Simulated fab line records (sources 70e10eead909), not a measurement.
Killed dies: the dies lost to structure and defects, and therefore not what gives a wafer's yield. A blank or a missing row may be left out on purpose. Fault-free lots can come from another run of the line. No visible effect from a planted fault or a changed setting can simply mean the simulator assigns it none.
Which of the tools did it? | flow nand-harc | 14 lots with 42 wafers sampled at 3 steps, on a route of 1302 steps

== WHAT EACH GAUGE READ, for each wafer ==
NHARC_A_SLIT_INSPECT_11. Usual: raw-defect-count at 53, with a standard deviation of 29.
lot  | measured     | on                | raw-defect-count | flag
L256 | day 19 10:20 | defect-inspect-02 | 58 67 71         |
L257 | day 20 12:42 | defect-inspect-02 | 135 112 117      |
L258 | day 20 13:37 | defect-inspect-02 | 26 22 14         |
L259 | day 20 22:38 | defect-inspect-01 | 66 77 64         |
L261 | day 22 04:06 | defect-inspect-02 | 61 54 69         |
L267 | day 24 09:10 | defect-inspect-01 | 90 84 97         |
L268 | day 24 11:50 | defect-inspect-02 | 13 7 11          |
L271 | day 26 00:59 | defect-inspect-02 | 50 44 45         |
L272 | day 26 02:38 | defect-inspect-02 | 27 21 17         |
L274 | day 27 14:20 | defect-inspect-02 | 87 75 59         |
L273 | day 27 14:30 | defect-inspect-01 | 63 61 57         |
L276 | day 28 06:23 | defect-inspect-01 | 53 69 71         |
L277 | day 29 00:01 | defect-inspect-01 | 11 11 17         |
L278 | day 29 11:55 | defect-inspect-01 | 7 5 8            |

NHARC_A_SLIT_CD_MEAS_21. Usual: cd-nm at 289.3 nm, with a standard deviation of 0.9.
lot  | measured     | on        | cd-nm (nm)        | flag
L256 | day 19 16:58 | cd-sem-02 | 289.6 291.2 290.0 |
L257 | day 20 19:00 | cd-sem-03 | 288.2 288.6 288.0 |
L258 | day 20 22:38 | cd-sem-03 | 290.3 288.9 290.0 |
L259 | day 21 05:33 | cd-sem-01 | 287.7 288.3 287.6 |
L261 | day 22 10:31 | cd-sem-03 | 288.9 288.7 289.2 |
L267 | day 24 15:32 | cd-sem-01 | 289.2 288.4 288.7 |
L268 | day 24 19:22 | cd-sem-01 | 290.3 289.3 290.1 |
L271 | day 26 07:30 | cd-sem-02 | 290.6 289.1 290.0 |
L272 | day 26 10:15 | cd-sem-03 | 288.8 289.6 289.1 |
L274 | day 28 00:08 | cd-sem-01 | 289.5 290.1 290.5 |
L273 | day 28 00:47 | cd-sem-02 | 288.1 287.5 288.7 |
L276 | day 28 12:46 | cd-sem-03 | 290.2 289.2 291.2 |
L277 | day 29 06:20 | cd-sem-03 | 290.4 289.4 291.0 |
L278 | day 29 18:25 | cd-sem-03 | 291.0 289.9 289.5 |

== WHICH TOOL RAN EACH LOT (tool, then ch and the chambers of the sampled wafers, then the start) ==
lot  | NHARC_A_SLIT_ETCH_29
L256 | rie-diel-02 ch 0,3, day 19 16:25
L257 | rie-diel-03 ch 0,1,2, day 20 18:28
L258 | rie-diel-03 ch 1,2,3, day 20 22:07
L259 | rie-diel-05 ch 1,2, day 21 05:00
L261 | rie-diel-02 ch 0,1,2, day 22 09:59
L267 | rie-diel-03 ch 0,2, day 24 14:59
L268 | rie-diel-03 ch 1,2, day 24 18:49
L271 | rie-diel-05 ch 2,3, day 26 06:55
L272 | rie-diel-02 ch 0,1,3, day 26 09:44
L274 | rie-diel-02 ch 0,1,3, day 27 23:37
L273 | rie-diel-03 ch 1,2,3, day 28 00:15
L276 | rie-diel-02 ch 0,1, day 28 12:14
L277 | rie-diel-05 ch 0,1,3, day 29 05:48
L278 | rie-diel-05 ch 0,3, day 29 17:50
- NHARC_A_SLIT_ETCH_29: etches the open film in CF4/O2, target depth 100 nm, overetch 10 nm, time 55 s.

== WHAT THE TOOLS THEMSELVES READ (means of the sampled wafers that have a number; where no wafer has one, the mark that the record gives instead) ==
NHARC_A_SLIT_ETCH_29. Usual: drypump-motor-current-A 5.6 A, standard deviation 0.39; oes-product-au 0.997 a.u., standard deviation 0.0094; rf-vpp-V 197.7 V, standard deviation 1.3; run-length-s 76.2 s, standard deviation 0.45; showerhead-plenum-p-Torr 1.34 Torr, standard deviation 0.052; throttle-valve-pct 13.395 %, standard deviation 0.0096.
lot  | tool        | drypump-motor-current-A (A) | oes-product-au (a.u.) | rf-vpp-V (V) | run-length-s (s) | showerhead-plenum-p-Torr (Torr) | throttle-valve-pct (%) | flag
L256 | rie-diel-02 | 5.4                         | 0.992                 | 196.5        | 75.9             | 1.30                            | 13.391                 |
L257 | rie-diel-03 | 5.9                         | 0.994                 | 197.3        | 76.7             | 1.34                            | 13.403                 |
L258 | rie-diel-03 | 5.9                         | 0.999                 | 197.9        | 76.1             | 1.32                            | 13.396                 |
L259 | rie-diel-05 | 5.6                         | 0.989                 | 198.1        | 76.0             | 1.32                            | 13.397                 |
L261 | rie-diel-02 | 5.5                         | 1.005                 | 196.7        | 75.9             | 1.31                            | 13.399                 |
L267 | rie-diel-03 | 5.9                         | 0.988                 | 198.3        | 73.3             | 1.37                            | 13.394                 | OFF
L268 | rie-diel-03 | 6.1                         | 0.996                 | 196.5        | 70.5             | 1.30                            | 13.390                 | OFF
L271 | rie-diel-05 | 5.8                         | 1.001                 | 197.0        | 76.1             | 1.32                            | 13.408                 |
L272 | rie-diel-02 | 5.5                         | 0.996                 | 197.7        | 76.1             | 1.34                            | 13.393                 |
L274 | rie-diel-02 | 5.4                         | 0.998                 | 198.4        | 76.1             | 1.34                            | 13.395                 |
L273 | rie-diel-03 | 5.9                         | 0.995                 | 196.7        | 76.4             | 1.32                            | 13.398                 |
L276 | rie-diel-02 | 5.6                         | 0.992                 | 196.2        | 75.9             | 1.30                            | 13.408                 |
L277 | rie-diel-05 | 5.6                         | 1.009                 | 198.3        | 76.3             | 1.39                            | 13.398                 |
L278 | rie-diel-05 | 5.5                         | 0.984                 | 198.9        | 76.4             | 1.40                            | 13.387                 |

== THE ANSWER, worked out from the rows above alone ==
Rule: lot off if the mean of its wafers having a number is beyond 3 standard deviations from the usual mean. Also off: a lot with no number at a reading for which 4 or more lots have one. Any other lot the step has rows for is counted as sound. After the gauges, taken in route order, come the tools' own readings; for these a lot's mean is taken, as printed above. At the first step where some lot is off, the reading lying furthest off is the one used; lots without a number count as furthest.
Off, at NHARC_A_SLIT_ETCH_29 on run-length-s: L267, L268.
A tool fits if, at that step or a process step before it, it ran every lot that is off, and no sound lot after the first of them. Of those tried, none fits.

== WHAT WAS PUT IN BY THE SIMULATOR ==
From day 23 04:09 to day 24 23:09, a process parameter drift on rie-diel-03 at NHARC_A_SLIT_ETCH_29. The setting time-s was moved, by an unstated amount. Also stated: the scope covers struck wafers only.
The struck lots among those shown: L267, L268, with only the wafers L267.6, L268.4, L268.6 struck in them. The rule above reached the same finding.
